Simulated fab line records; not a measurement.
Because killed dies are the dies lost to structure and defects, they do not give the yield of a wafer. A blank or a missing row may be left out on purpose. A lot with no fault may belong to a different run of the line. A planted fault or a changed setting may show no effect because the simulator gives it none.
Matching of chambers	flow n5_finfet	N5_BEOL_M11_ILD_DEP_00 on pecvd-01: 3 sister chambers
The step deposits SiCOH lowk from DEMS/porogen, target thk 308.51 nm, time 58 s. 3 wafers are shown with their chamber, then 7 later ones without.

EACH WAFER AND ITS CHAMBER
wafer	chamber	throttle_valve_pct (%)
L105.3	1	13.6
L110.1	2	13.9
L110.2	0	14.5

WAFERS WITHOUT THEIR CHAMBER
wafer	throttle_valve_pct (%)
L110.6	14.1
L112.1	14.7
L112.2	14.0
L112.3	13.7
L117.3	13.6
L117.4	13.4
L117.5	13.9

EACH ONE'S CHAMBER
wafer	from the rows above	in truth
L110.6	can't be placed: 2 or 0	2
L112.1	0	0
L112.2	2	2
L112.3	can't be placed: 1 or 2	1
L117.3	1	1
L117.4	1	1
L117.5	2	2
5 of 7 placed correctly. From these rows, 2 cannot be placed; in 2 the true chamber is one of the candidates. Wrongly placed: 0.
How it was worked out, from the rows above alone: a wafer's distance from a chamber is the root of the sum, over the readings, of the square of ((its reading less the chamber's mean) divided by the reading's scatter). The wafer belongs to the nearest chamber; if the next one is less than 2 further off, it can't be placed. Each chamber's mean is taken over the wafers shown for it. The scatter: with one shown wafer a chamber, the root of the mean of the squares of how far each hidden wafer lies from its nearest shown one.
